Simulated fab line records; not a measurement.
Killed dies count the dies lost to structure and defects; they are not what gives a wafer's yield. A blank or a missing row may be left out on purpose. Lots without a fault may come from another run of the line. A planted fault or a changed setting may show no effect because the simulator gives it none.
Struck lot and sound lot, side by side    flow nand_harc    13 steps out of a route of 1302
Sound: wafers L564.2, L564.4, L564.6. Struck: wafer L571.3; the same lot's L571.6 was not struck, so it is left out; see the end for the cause.
For every step that has rows: the tool of each side, followed by ch and its chambers, followed by its first start. Under that, the readings that differ: sound wafers    struck wafers    difference of the means    sigmas: that difference in standard deviations of wafers without a fault.
alike: readings with means less than 2 such deviations apart, plus words and numbers identical on both sides. not compared: withheld readings, readings lacking a value on some wafer, bounds such as >300 that could conceal the same value, and numbers that have no deviation in the record and whose values overlap.
A row with sigmas, a row that says differs or no value, or rows on one side alone: a step with any of these is where the two part. When numbers do not overlap yet have no deviation, they are printed without sigmas and do not part them. A reading missing from all wafers of one side parts the sides only when that side holds two or more wafers.

first, 2 steps without rows for these wafers: NHARC_A_SOURCE_PLATE_CVD_03 (deposits poly-Si, target thk 200 nm, time 4000 s); NHARC_A_SOURCE_PLATE_ANNEAL_05 (time 1800 s).
NHARC_A_SOURCE_PLATE_THK_MEAS_06: measures by ellipsometry.
  struck on film_metro-01, day 11 13:43; sound on film_metro-01, day 8 09:17
  alike: thk_nm
NHARC_A_SOURCE_PLATE_INSPECT_08:
  struck on defect_inspect-01, day 11 13:49; sound on defect_inspect-02, day 8 09:22
  alike: raw_defect_count
next comes 1 step that has no rows for these wafers: NHARC_A_ONON_D1_DEP_00 (target thickness 1000 nm).
NHARC_A_ONON_D1_THK_MEAS_02: measures by ellipsometry.
  struck on film_metro-01, day 11 14:24; sound on film_metro-02, day 8 09:57
reading      sound           struck  difference  sigmas
thk_nm (nm)  1001 1000 1003  1020    +19         +2
next comes 1 step that has no rows for these wafers: NHARC_A_ONON_D1_DEP_03 (target thickness 1000 nm).
NHARC_A_ONON_D1_THK_MEAS_05: measures by ellipsometry.
  struck on film_metro-02, day 11 14:58; sound on film_metro-02, day 8 10:31
  alike: thk_nm
next comes 1 step that has no rows for these wafers: NHARC_A_ONON_D1_DEP_06 (target thickness 1000 nm).
NHARC_A_ONON_D1_THK_MEAS_08: measures by ellipsometry.
  struck on film_metro-02, day 11 15:31; sound on film_metro-01, day 8 11:05
reading      sound        struck  difference  sigmas
thk_nm (nm)  971 970 971  1012    +41         +4
NHARC_A_ONON_D1_DEP_09: target thk 1000 nm.
  sound on pecvd_onon-03 ch 0, day 8 11:20; struck on pecvd_onon-03 ch 0, day 11 15:41
  alike: n2o_flow_sccm
NHARC_A_ONON_D1_THK_MEAS_11: measures by ellipsometry.
  struck on film_metro-01, day 11 16:05; sound on film_metro-02, day 8 11:47
reading      sound        struck  difference  sigmas
thk_nm (nm)  990 991 991  938     -53         -6
next comes 1 step that has no rows for these wafers: NHARC_A_ONON_D1_DEP_12 (target thickness 1000 nm).

WHERE THEY PART
Earliest at NHARC_A_ONON_D1_THK_MEAS_02; latest, in this record, at NHARC_A_ONON_D1_THK_MEAS_11.

WHY: whatever the simulator had introduced
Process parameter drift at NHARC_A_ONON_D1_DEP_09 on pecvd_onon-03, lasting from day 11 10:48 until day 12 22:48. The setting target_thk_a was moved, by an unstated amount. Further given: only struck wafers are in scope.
